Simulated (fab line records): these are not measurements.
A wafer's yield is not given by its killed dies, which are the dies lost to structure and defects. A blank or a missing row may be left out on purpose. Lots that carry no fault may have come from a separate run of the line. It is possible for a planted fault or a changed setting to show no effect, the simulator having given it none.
Lot-split experiment | flow n5-finfet | route with 1938 steps; 7 lots, 21 wafers read

## SPLIT DETAILS
At N5_BEOL_M2_DESCUM_16 (chemistry O2, time 7 s), the setting time-s was moved away from the recipe's 7 s on 6 of the 21 wafers read, by -20.3% to +17.3%. This setting was run at the recipe's value on the other wafers.

Reading taken at the split's own step.

## THE READING
CAR-EUV_of_BEOL_M2_COAT_05.thk-nm (the simulator's own value, which no gauge read), in nm, at N5_BEOL_M2_DESCUM_16 (chemistry O2, time 7 s). The file gives no usual value for it. The 15 wafers here that ran the recipe average 26.1 nm, standard deviation 0.088 nm.

wafer  | tool, chamber at the split | time-s as run, s | against the recipe | CAR-EUV_of_BEOL_M2_COAT_05.thk-nm, nm | against lot-mates on the recipe
L078.3 | rie-diel-05, 3,2           | 7                | recipe             | 26                                    | -
L078.4 | rie-diel-05, 3,2           | 7                | recipe             | 26                                    | -
L078.5 | rie-diel-05, 1             | 5.667            | -19.0%             | 26.6                                  | +0.6
L079.1 | rie-diel-01, 2             | 7                | recipe             | 26                                    | -
L079.4 | rie-diel-01, 2             | 7                | recipe             | 26                                    | -
L079.6 | rie-diel-01, 1             | 7                | recipe             | 26.2                                  | -
L082.2 | rie-diel-01, 3             | 7                | recipe             | 26                                    | -
L082.3 | rie-diel-01, 1             | 8.214            | +17.3%             | 25.6                                  | -0.5
L082.6 | rie-diel-01, 0             | 7                | recipe             | 26.2                                  | -
L084.2 | rie-diel-03, 2,1           | 7                | recipe             | 26                                    | -
L084.5 | rie-diel-03, 2,1           | 7                | recipe             | 26                                    | -
L084.3 | rie-diel-03, 1             | 8.146            | +16.4%             | 25.4                                  | -0.6
L085.2 | rie-diel-01, 1,3           | 7                | recipe             | 26                                    | -
L085.3 | rie-diel-01, 1,3           | 7                | recipe             | 26                                    | -
L085.6 | rie-diel-01, 0             | 5.581            | -20.3%             | 26.6                                  | +0.6
L090.1 | rie-diel-05, 2,0           | 7                | recipe             | 26                                    | -
L090.4 | rie-diel-05, 2,0           | 7                | recipe             | 26                                    | -
L090.2 | rie-diel-05, 3             | 7                | recipe             | 26.2                                  | -
L092.2 | rie-diel-03, 2             | 7                | recipe             | 26.2                                  | -
L092.5 | rie-diel-03, 3             | 7.472            | +6.7%              | 26                                    | -0.2
L092.6 | rie-diel-03, 0             | 7.472            | +6.7%              | 25.8                                  | -0.4
Where a row lists several chambers, the file gives one row for several wafers and doesn't say which wafer went through which chamber.

FIT RESULTS
A straight line over all 21 wafers: CAR-EUV_of_BEOL_M2_COAT_05.thk-nm changes by -0.0294 nm for each +1% of time-s; r = -0.94; the points scatter about the line by 0.096 nm.
The same after taking each lot's own level away (the mean of its wafers on the recipe; 21 wafers): -0.0321 nm for each +1%; r = -0.96; scatter 0.078 nm.
According to that fit, moving time-s by its largest amount changes the reading by 0.65 nm.
The span of the lots' own levels, 26.00 to 26.20 nm, comes to 2.3 times the standard deviation stated above.
So the lot-to-lot level changes the slope little: the two slopes agree.
Check: for one of the wafers moved furthest among these (-20.3%), held out of the fit, the line's prediction against its lot-mates is +0.66 nm. It came out at +0.6 nm against them.

## THESE WAFERS: OTHER SPLITS
Note: prior to the reading, these wafers also went through further splits. Each is held against what the fit with the lots' levels taken away leaves over:
other split on the same wafers | wafers away from the commonest value | r with CAR-EUV_of_BEOL_M2_COAT_05.thk-nm (lot level and that fit taken away)
N5_BEOL_M1_COAT_61 spin-rpm    | 9                                    | -0.23

## THE FILE'S OWN FIT
CAR-EUV_of_BEOL_M2_COAT_05.thk-nm changes by -0.0318 nm for each +1% of time-s, r = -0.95.
